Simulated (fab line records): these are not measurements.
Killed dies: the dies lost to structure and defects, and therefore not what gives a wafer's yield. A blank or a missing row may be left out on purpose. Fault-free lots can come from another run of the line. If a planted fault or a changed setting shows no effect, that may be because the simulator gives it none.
fab line records	flow nandHarc
record lots=7	wafers=16	lastDay=25
route steps=1159 shown A_CONTACT@848 END@1159
lots that met no fault: from a run of the same line without faults
startH: hours from the record's opening day to when the first of the lot's shown wafers began	waitH: hours elapsed since this lot's preceding step	" same as the row above	L1.1+2: one row covering several wafers at once	- no value, or no start was given	* or withheld: withheld	< > ~ a bound
route shown NAME@n: names a module that has steps shown in the file, with the first one's number in the route	usual: mean/standard deviation taken from wafers without a fault	same: alike in all rows	chamber/n: place in a boat	sites: the reading at each site	_std_site: the standard deviation of these	_edge_site: outer sites' mean less inner sites'	radiusMm: how far each site lies from the wafer's centre	mask NAME#n: copy n	behind: the last tool/chamber to shape the wafer	hold: why the lot was held/for how many hours/how that ended	device: the n, p or np transistor that did not switch	end of line: at the end of the route, the tests of the same wafers	for a step that has no rows: nothing shown but its recipe	killed: count of dies lost to structure and defects at first sort (not the wafer's yield)	map: a wafer's dies, x killed, . not, _ none there
set.NAME: the setting as run; set.NAME@STEP: as run at that earlier step	model.NAME: the simulator's own value behind a step, which no gauge read
lots at selected steps of the route; one table per step, one row per wafer
services: the hour from which a tool's chamber was out of use, counted from the record's first day as startH (under 0 if before that day), plus the number of hours and why
## steps
# step NHARC_A_CONTACT_COAT_36
# recipe spinRpm=1500	resistThkNm=90
# step NHARC_A_CONTACT_SOFTBAKE_37
# recipe tempC=105	timeS=55
# step NHARC_A_CONTACT_EBR_38
# step NHARC_A_CONTACT_EXPOSE_39
# recipe na=1.35	sigmaOuter=0.8	doseMj=58.79	maskId=A_CC_3
# step NHARC_A_CONTACT_PEB_40
# recipe pebTempC=100	pebTimeS=65
# step NHARC_A_CONTACT_DEVELOP_41
# recipe developTimeS=35	devTempC=23
# step NHARC_A_CONTACT_CD_MEAS_42
# recipe targetCdNm=200	landingEnergyEv=500
# usual cdNm=200.4/0.65
lot.wafer	tool	chamber	startH	waitH	cdNm
L118.2	cdSem-01	0	352.19	-	199.4
L118.4	"	0	"	"	200.5
L118.6	"	0	"	"	200.6
L123.1	cdSem-01	0	402.54	-	200.1
L123.2	"	0	"	"	199.2
L123.5	"	0	"	"	199.9
L129.6	cdSem-02	0	425.36	-	201.4
L130.4	cdSem-03	0	432.06	-	200.2
L130.5	"	0	"	"	200.3
L127.1	cdSem-03	0	436.67	-	200.3
L140.2	cdSem-03	0	505.77	-	200.5
L140.3	"	0	"	"	200.2
L140.5	"	0	"	"	200.4
L141.2	cdSem-02	0	510.77	-	201.3
L141.3	"	0	"	"	199.9
L141.6	"	0	"	"	199.5
# step NHARC_A_CONTACT_OVL_MEAS_43
# usual overlayXNm=-0.2/0.85	overlayYNm=0.0/0.82
lot.wafer	tool	chamber	startH	waitH	overlayXNm	overlayYNm
L118.2	overlay-02	-	352.28	-	-1.0	0.8
L118.4	"	-	"	"	-1.0	1.5
L118.6	"	-	"	"	-1.1	1.2
L123.1	overlay-02	-	402.63	-	-0.1	0.0
L123.2	"	-	"	"	-0.8	-0.3
L123.5	"	-	"	"	-0.2	-0.8
L129.6	overlay-02	-	425.44	-	-0.9	0.7
L130.4	overlay-02	-	432.14	-	0.4	0.6
L130.5	"	-	"	"	0.4	0.8
L127.1	overlay-02	-	436.76	-	2.1	1.7
L140.2	overlay-01	-	505.85	-	1.6	0.7
L140.3	"	-	"	"	0.5	0.4
L140.5	"	-	"	"	1.0	1.0
L141.2	overlay-01	-	510.86	-	-1.0	0.7
L141.3	"	-	"	"	-1.2	0.3
L141.6	"	-	"	"	-1.1	0.7
# step NHARC_A_CONTACT_INSPECT_44
# usual rawDefectCount=28/14
lot.wafer	tool	chamber	startH	waitH	rawDefectCount
L118.2	defectInspect-01	-	352.31	0.0	29
L118.4	"	-	"	"	27
L118.6	"	-	"	"	47
L123.1	defectInspect-01	-	402.67	0.0	22
L123.2	"	-	"	"	17
L123.5	"	-	"	"	18
L129.6	defectInspect-01	-	425.48	0.0	41
L130.4	defectInspect-01	-	432.18	0.0	12
L130.5	"	-	"	"	13
L127.1	defectInspect-02	-	436.80	0.0	23
L140.2	defectInspect-02	-	505.89	0.0	44
L140.3	"	-	"	"	32
L140.5	"	-	"	"	37
L141.2	defectInspect-01	-	510.90	0.0	38
L141.3	"	-	"	"	37
L141.6	"	-	"	"	44
# step NHARC_A_CONTACT_DESCUM_47
# recipe timeS=3	o2FlowSccm=200	arFlowSccm=0	biasPowerW=0	chemistry=O2
# usual drypumpMotorCurrentA=5.6/0.55	oesProductAu=1.006/0.013	rfVppV=57.6/0.96	showerheadPlenumPTorr=1.88/0.071	throttleValvePct=11.310/0.0083
lot.wafer	tool	chamber	startH	waitH	drypumpMotorCurrentA	oesProductAu	rfHoursCounterH	rfVppV	showerheadPlenumPTorr	throttleValvePct
L118.4	rieDiel-10	3	352.38	0.1	5.5	0.985	34	57.3	1.81	11.302
L118.2	"	1	"	"	6.8	1.018	32	57.0	1.87	11.303
L118.6	"	2	"	"	5.3	1.009	-	57.0	1.78	11.320
L123.2	rieDiel-03	3	402.73	0.1	6.0	0.999	0	56.8	1.88	11.303
L123.1	"	0	"	"	5.1	0.984	0	57.1	1.89	11.312
L123.5	"	3	"	"	6.0	1.013	-	56.6	1.88	11.300
L129.6	rieDiel-10	0	425.57	0.1	5.3	1.017	-	58.5	1.96	11.321
L130.4	rieDiel-10	2	432.29	0.1	5.3	1.023	-	56.4	1.77	11.306
L130.5	"	3	"	"	5.5	1.002	-	57.2	1.80	11.313
L127.1	rieDiel-10	0	436.87	0.1	5.3	1.005	13	58.0	1.96	11.293
L140.2	rieDiel-12	3	505.96	0.1	5.3	0.999	42	59.3	1.93	11.320
L140.3	"	0	"	"	5.6	1.000	45	56.8	1.94	11.304
L140.5	"	3	"	"	5.3	0.996	-	58.3	1.93	11.305
L141.3	rieDiel-10	0	510.96	0.1	5.3	1.010	25	58.3	1.96	11.326
L141.2	"	1	"	"	6.8	1.014	26	57.0	1.86	11.315
L141.6	"	0	"	"	5.3	1.016	-	57.6	1.96	11.305
# step NHARC_A_CONTACT_ETCH_48
# recipe targetDepthA=390	overEtchFrac=0.3	timeS=65	ionEnergyEv=80	cf4FlowSccm=150	arFlowSccm=0	rfW=300	biasW=100	chemistry=CF4
# usual drypumpMotorCurrentA=5.6/0.55	oesProductAu=1.006/0.014	rfVppV=151.0/1.3	showerheadPlenumPTorr=1.74/0.062	throttleValvePct=13.283/0.0095
lot.wafer	tool	chamber	startH	waitH	drypumpMotorCurrentA	oesProductAu	rfHoursCounterH	rfVppV	showerheadPlenumPTorr	throttleValvePct
L118.4	rieDiel-10	1	352.52	0.1	6.7	1.024	32	151.3	1.73	13.272
L118.2	"	0	"	"	5.3	0.993	32	152.3	1.82	13.280
L118.6	"	1	"	"	6.7	1.019	-	150.5	1.73	13.295
L123.2	rieDiel-03	0	402.82	0.1	5.1	0.987	0	151.2	1.75	13.273
L123.1	"	2	"	"	5.2	1.015	0	152.9	1.81	13.288
L123.5	"	3	"	"	6.1	1.010	-	149.4	1.74	13.284
L129.6	rieDiel-10	1	425.65	0.1	6.8	1.006	-	150.5	1.73	13.271
L130.4	rieDiel-10	1	432.37	0.1	6.7	1.020	-	151.4	1.73	13.274
L130.5	"	2	"	"	5.3	1.026	-	150.8	1.65	13.276
L127.1	rieDiel-10	0	436.95	0.1	5.3	1.019	13	150.8	1.81	13.276
L140.3	rieDiel-12	0	506.04	0.1	5.6	0.984	45	150.9	1.79	13.279
L140.2	"	3	"	"	5.3	0.998	42	150.7	1.78	13.282
L140.5	"	0	"	"	5.6	0.991	-	151.3	1.79	13.281
L141.2	rieDiel-10	2	511.04	0.1	5.3	1.014	25	150.4	1.64	13.292
L141.3	"	3	"	"	5.5	0.989	27	151.7	1.67	13.285
L141.6	"	3	"	"	5.5	0.999	-	149.5	1.67	13.283
# step NHARC_A_CONTACT_ETCH_49
# recipe targetDepthA=2600	overEtchFrac=0.3	timeS=475.3	ionEnergyEv=200	n2FlowSccm=150	h2FlowSccm=150	arFlowSccm=0	rfW=400	biasW=150	chemistry=N2/H2
# usual drypumpMotorCurrentA=5.7/0.56	oesProductAu=1.006/0.014	rfVppV=429.4/2.4	showerheadPlenumPTorr=2.00/0.079	throttleValvePct=14.172/0.0081
lot.wafer	tool	chamber	startH	waitH	drypumpMotorCurrentA	oesProductAu	rfHoursCounterH	rfVppV	showerheadPlenumPTorr	throttleValvePct
L118.2	rieDiel-10	2	-	-	5.3	0.997	34	426.5	1.89	14.159
L118.4	"	1	"	"	6.7	1.029	32	428.4	1.99	14.183
L118.6	"	2	"	"	5.3	0.997	-	426.0	1.89	14.150
L123.2	rieDiel-03	0	-	-	5.1	0.995	0	429.8	2.01	14.159
L123.1	"	1	"	"	4.9	0.999	0	432.1	2.07	14.168
L123.5	"	2	"	"	5.2	1.013	-	432.1	2.09	14.171
L129.6	rieDiel-10	2	-	-	5.3	1.032	-	425.8	1.89	14.173
L130.5	rieDiel-10	2	-	-	5.3	1.017	-	426.7	1.88	14.170
L130.4	"	3	"	"	5.5	0.988	-	427.1	1.92	14.167
L127.1	rieDiel-10	0	-	-	5.3	1.010	13	432.1	2.09	14.162
L140.3	rieDiel-12	1	-	-	5.9	0.992	43	427.6	1.94	14.163
L140.2	"	0	"	"	5.6	0.996	45	429.6	2.06	14.175
L140.5	"	2	"	"	6.1	0.980	-	432.7	2.12	14.173
L141.2	rieDiel-10	0	-	-	5.3	1.012	25	430.2	2.09	14.181
L141.3	"	1	"	"	6.7	1.000	26	427.9	1.98	14.166
L141.6	"	1	"	"	6.8	1.032	-	428.1	1.98	14.168
# step NHARC_A_CONTACT_ETCH_50
# recipe targetDepthA=847	timeS=42.4	cf4FlowSccm=100	chf3FlowSccm=30	arFlowSccm=0	rfW=500	biasW=200	chemistry=CF4/CHF3
# usual drypumpMotorCurrentA=5.6/0.57	oesProductAu=0.963/0.028	rfVppV=369.5/2	showerheadPlenumPTorr=1.54/0.055	throttleValvePct=16.801/0.0097
lot.wafer	tool	chamber	startH	waitH	drypumpMotorCurrentA	oesProductAu	rfHoursCounterH	rfVppV	showerheadPlenumPTorr	throttleValvePct
L118.2	rieDiel-10	1	352.96	-	6.7	0.947	32	369.1	1.54	16.810
L118.4	"	2	"	"	5.3	0.921	34	365.9	1.47	16.803
L118.6	"	0	"	"	5.3	0.913	-	370.1	1.62	16.800
L123.2	rieDiel-03	2	403.26	-	5.2	0.991	0	371.6	1.61	16.792
L123.1	"	3	"	"	6.0	0.982	0	369.5	1.55	16.797
L123.5	"	0	"	"	5.1	0.953	-	368.7	1.55	16.795
L129.6	rieDiel-10	3	426.16	-	5.5	0.849	-	368.4	1.49	16.794
L130.4	rieDiel-10	2	432.88	-	5.3	0.842	-	368.3	1.46	16.810
L130.5	"	3	"	"	5.5	0.831	-	368.0	1.49	16.803
L127.1	rieDiel-10	0	437.40	-	5.3	0.842	13	370.8	1.61	16.798
L140.3	rieDiel-12	1	506.48	-	5.9	0.915	43	368.0	1.50	16.796
L140.2	"	3	"	"	5.3	0.927	42	371.3	1.58	16.805
L140.5	"	1	"	"	5.9	0.917	-	368.2	1.50	16.814
L141.3	rieDiel-10	2	511.49	-	5.3	0.958	25	365.6	1.46	16.795
L141.2	"	0	"	"	5.3	0.969	25	372.4	1.61	16.808
L141.6	"	1	"	"	6.8	0.945	-	368.9	1.53	16.804
# step NHARC_A_CONTACT_ETCH_51
# recipe targetDepthA=36000	overEtchFrac=0.3	timeS=936	ionEnergyEv=150	o2FlowSccm=400	cosFlowSccm=20	arFlowSccm=0	rfW=500	biasW=300	chemistry=O2/COS
# usual drypumpMotorCurrentA=5.6/0.58	oesProductAu=1.008/0.014	rfVppV=313.2/1.8	showerheadPlenumPTorr=3.07/0.11	throttleValvePct=28.330/0.009
lot.wafer	tool	chamber	startH	waitH	drypumpMotorCurrentA	oesProductAu	rfHoursCounterH	rfVppV	showerheadPlenumPTorr	throttleValvePct
L118.4	rieDiel-10	2	-	-	5.3	0.996	34	310.6	2.91	28.319
L118.2	"	0	"	"	5.3	0.990	32	314.2	3.21	28.325
L118.6	"	3	"	"	5.5	0.970	-	312.5	2.96	28.330
L123.1	rieDiel-03	3	-	-	6.0	1.013	1	313.6	3.07	28.345
L123.2	"	2	"	"	5.2	1.011	1	315.3	3.19	28.337
L123.5	"	3	"	"	6.1	1.013	-	313.4	3.07	28.331
L129.6	rieDiel-10	2	-	-	5.4	1.027	-	310.7	2.90	28.319
L130.4	rieDiel-10	3	-	-	5.5	0.999	-	311.4	2.95	28.326
L130.5	"	1	"	"	6.8	1.013	-	314.4	3.05	28.326
L127.1	rieDiel-10	1	-	-	6.8	1.018	15	311.8	3.05	28.315
L140.2	rieDiel-12	2	-	-	6.1	0.984	43	317.4	3.24	28.331
L140.3	"	1	"	"	5.9	0.989	44	311.4	2.98	28.339
L140.5	"	2	"	"	6.1	0.988	-	316.8	3.24	28.336
L141.2	rieDiel-10	1	-	-	6.7	1.025	26	311.9	3.04	28.331
L141.3	"	0	"	"	5.3	1.024	26	315.3	3.19	28.320
L141.6	"	2	"	"	5.4	1.020	-	310.3	2.90	28.331
# step NHARC_END_SORT_01
# recipe tempC=25
# usual killedAtArray=28/11	killedAtOther=0.5/0.87	killedAtPeriphery=2.9/2.2	killedDies=32/11	killedOpen=3.2/1.9	killedShort=1.8/1.4
# same grossDies=677
lot.wafer	tool	chamber	startH	waitH	killedAtArray	killedAtOther	killedAtPeriphery	killedDies	killedOpen	killedShort
L129.6	prober-02	0	495.33	4.0	346	0	4	350	9	3
L127.1	prober-01	0	508.53	2.5	307	0	9	316	5	3
L130.4	prober-02	0	509.24	3.4	402	0	1	403	3	1
L130.5	prober-02	0	510.03	3.7	334	0	0	334	2	0
# killed by level:class
L129.6 A_CONTACT:areaEtch=305 A_CHANNEL_HOLE_D1:chamberFilmFlake=17 A_SLIT:chamberFilmFlake=12 A_CONTACT:chamberFilmFlake=4 P_GATE:geometricParticle:open=2 A_ONON_D1:geometricParticle:open=2 A_CHANNEL_FILL_D1:geometricParticle:short=2 P_STI:geometricParticle:open=1
L127.1 A_CONTACT:areaEtch=279 A_SLIT:chamberFilmFlake=13 P_M2:chamberFilmFlake=6 A_CHANNEL_HOLE_D1:chamberFilmFlake=3 A_CONTACT:chamberFilmFlake=3 A_STAIRCASE:chamberFilmFlake=2 A_M1:chamberFilmFlake=2 P_GATE:geometricParticle:open=1
L130.4 A_CONTACT:areaEtch=386 A_CHANNEL_HOLE_D1:chamberFilmFlake=5 A_STAIRCASE:chamberFilmFlake=4 A_CONTACT:chamberFilmFlake=2 A_CHANNEL_FILL_D1:geometricParticle:open=1 A_CONTACT:geometricParticle:short=1 A_CONTACT:geometricParticle:open=1 A_M0:geometricParticle:open=1
L130.5 A_CONTACT:areaEtch=319 A_STAIRCASE:chamberFilmFlake=7 A_CHANNEL_HOLE_D1:chamberFilmFlake=2 A_WL_FILL:chamberFilmFlake=2 A_CONTACT:chamberFilmFlake=2 A_ONON_D1:geometricParticle:open=1 A_M0:geometricParticle:open=1
# map L127.1 (x killed, . not)
____________.____________
_________xx..xxx_________
_______xxxxxxxxxx._______
______xxxxxxxx.x..x______
_____xx.xx.xxx..xxx._____
____xxx..x.x.xx.x..xx____
____x..x.xxxx...xxxxx____
___.x...x.xxxxxxxx.xxx___
___...xxx.x.xx.x....x.___
__xx..x.x.x.....xx.....__
__.x...xx......xxx.x.x.__
_xx..xx....xx...x.xxx.xx_
_xxx.x.......x.x...xxxxx_
_x..xx.x......x....x.x.x_
_xxx.x.x...x.....x.xxx.x_
_..xx..x.x.xx.x.......xx_
xx....x..xx.xxxxx..x.xxxx
x.xx.xxx.x..xx..x.....xxx
xx.x....x...x......x...xx
..xx.x.x.x.xxx....x..x...
xxx..x......xxx.x..x.xxx.
_.x.x..x...xx...xx..xxxx_
_x..x....x.xxxxxxx.xxxxx_
_.x........xxx.xxx..x..x_
_xxxx..x.x.x...x.x.x.x.._
_.xxx...xxxx......xx..x._
__.x.xx.x.xx.......xx..__
__x.xx..........xxxxx..__
___.......x......x....___
___x.x....x....x..xx..___
____..x.x.xxxx...x..x____
____xx.xxx...x.....x.____
_____x..xx.x...xx..._____
______x.....x...xx.______
_______...xx..xxxx_______
_________...xxxx_________
____________.____________
# map L129.6 (x killed, . not)
____________x____________
_________xxxxxx._________
_______xxxxxxx.xxx_______
______xxxx.x.xx.xxx______
_____xxxx.x.xxxxx.xx_____
____xx.x.xx..xx.x.xxx____
____xxx.xx..xx.x.xxxx____
___xxxxxxxx...x.x..xxx___
___..xx..x....xxxxxxxx___
__..xxxxxx......x.xxxxx__
__xxxx.x.......xx.x..x.__
_xxxx.x.x.xx......xxxxxx_
_xxx.x..x.....x....x.xx._
_xx......x.....xx.x...xx_
_.x....xx.....x.x.xxx.xx_
_xx.xx..x.x........x..xx_
xxxx.....x.xx......x.xxxx
xxxxx.x............xx.xxx
xx.xx......x.x.......xxxx
xxx.xxx.......x......xxxx
xxxxx....xx.xx......x.xxx
_xxx....x.x..x.x.....xxx_
_xxxxx..x...xxxxx....xx._
_xxx.x...........x.x.xxx_
_xxx..x.......x....x.xxx_
_xx.xx.x........x..x.xxx_
__xxxx..xx.x..xx...x.xx__
__.xx.x....x....xxx.xxx__
___xx.x.xx......x.xx.x___
___xxxx....x.x..x.xxx.___
____xxxxx.....x.xxx.x____
____xx...x..xx.x....x____
_____xxx...x.x.....x_____
______.x......xxx.x______
_______xxx.xx.xxxx_______
_________.xxxxxx_________
____________x____________
## services
tool	chamber	startH	hours	kind
rieDiel-10	0	332.60	-	clean
rieDiel-10	1	332.60	-	clean
rieDiel-10	2	332.60	-	clean
rieDiel-10	3	332.60	-	clean
rieDiel-03	1	332.84	6.5	repair
rieDiel-12	1	337.97	1.2	repair
rieDiel-10	-	353.64	9.0	pm
rieDiel-10	0	353.64	9.0	ventCycle
rieDiel-10	1	353.64	9.0	ventCycle
rieDiel-10	2	353.64	9.0	ventCycle
rieDiel-10	3	353.64	9.0	ventCycle
rieDiel-10	0	362.64	-	clean
rieDiel-10	1	362.64	-	clean
rieDiel-10	2	362.64	-	clean
rieDiel-10	3	362.64	-	clean
rieDiel-10	3	362.64	-	consumableReplace:focusRing
rieDiel-12	-	379.86	9.0	pm
rieDiel-10	0	387.14	-	clean
rieDiel-03	-	392.39	9.0	pm
rieDiel-10	0	425.60	8.0	repair
rieDiel-03	-	473.82	0.5	repair
rieDiel-10	2	474.83	1.8	repair
rieDiel-12	3	484.72	6.2	repair
rieDiel-10	1	490.87	4.7	repair
## key
firstSign step=NHARC_A_CONTACT_ETCH_50	reading=oesProductAu	direction=down	sigmas=4.3	usual=0.963	struck=0.841
effect step=NHARC_END_SORT_01	reading=killedAtArray	direction=up	sigmas=29	usual=28	struck=347
moreKillsBornAt NHARC_A_CONTACT_ETCH_50@rieDiel-10=1289
metAt NHARC_A_CONTACT_ETCH_50
struckWafers L127.1,L129.6,L130.4,L130.5
laterRowsLeftOut L130.4
testerLeftOut L127,L129,L130
onsetBetween 352.96 426.16
fault kind=processParameterDrift	tool=rieDiel-10	chamber=-	onsetH=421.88	steps=NHARC_A_CONTACT_ETCH_50	channel=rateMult	offset=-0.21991	shape=step	endH=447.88
# testerLeftOut: of these lots the tester's yield and bins aren't shown, on N5 and GAA mostly nor the transistor test; their killed dies are dies lost to structure and defects alone, not to doping, threshold or leakage, so they don't give the yield
# laterRowsLeftOut: the simulator's readings of these wafers behind a module that went badly wrong aren't trusted and aren't shown, but for the sort
